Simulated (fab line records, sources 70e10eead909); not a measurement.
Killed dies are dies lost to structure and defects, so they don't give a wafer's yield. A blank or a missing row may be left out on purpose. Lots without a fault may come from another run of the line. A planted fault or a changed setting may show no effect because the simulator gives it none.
Which tool did it? | flow nand_harc | 7 lots, 21 wafers sampled, at 3 steps of a route of 1159

WHAT THE GAUGES READ, wafer by wafer
NHARC_END_SORT_01.
lot  | measured     | on        | killed_at_periphery
L312 | day 20 14:05 | prober-02 | 3 1 3
L329 | day 24 01:17 | prober-01 | 4 2 3
L333 | day 25 11:56 | prober-02 | 1 1 4

WHICH TOOL RAN EACH LOT (tool, then ch and the chambers of the sampled wafers, then the start)
lot  | NHARC_A_CHANNEL_FILL_D1_ALD_14   | NHARC_A_CHANNEL_FILL_D1_ETCHBACK_19
L312 | ald_hk-02 ch 1,3, day 9 11:56    | rie_si-06 ch 1,3, day 10 05:46
L317 | ald_hk-02 ch 0,3, day 10 21:21   | rie_si-06 ch 0,1,3, day 11 14:22
L325 | ald_hk-01 ch 0,2,3, day 12 16:49 | rie_si-05 ch 0,1,3, day 13 11:46
L328 | ald_hk-01 ch 1,3, day 13 08:14   | rie_si-05 ch 0,3, day 14 01:09
L329 | ald_hk-04 ch 0,1,2, day 13 13:19 | rie_si-05 ch 0,1, day 14 06:25
L332 | ald_hk-01 ch 0,2,3, day 14 15:58 | rie_si-02 ch 0,2,3, day 15 12:22
L333 | ald_hk-01 ch 1,3, day 15 05:49   | rie_si-06 ch 0,1,3, day 16 00:00
- NHARC_A_CHANNEL_FILL_D1_ALD_14: deposits SiO2, target thk 2.5 nm, pulse time 10 s, ald cycles 25.
- NHARC_A_CHANNEL_FILL_D1_ETCHBACK_19: etches the open film in HBr/Cl2, target depth 5 nm, time 1.7 s.

THE ANSWER, worked out from the rows above alone
Rule: what is usual is taken from the lots themselves. Put in order of their means at a reading, lots are off if they are a third of the lots or fewer, leave a main group of 4 or more, and stand apart from it by a gap of 3 or more times the standard deviation of the main group's means; of several such gaps the widest counts. A main group whose means are all the same, to the digits that the tables above print for the reading, isn't used. A lot without any number at a reading at which 4 lots or more have one is off too. The other lots that the step has rows for count as sound.
No lot is off at any reading shown: from this, nothing can be told.

WHAT THE SIMULATOR HAD PUT IN
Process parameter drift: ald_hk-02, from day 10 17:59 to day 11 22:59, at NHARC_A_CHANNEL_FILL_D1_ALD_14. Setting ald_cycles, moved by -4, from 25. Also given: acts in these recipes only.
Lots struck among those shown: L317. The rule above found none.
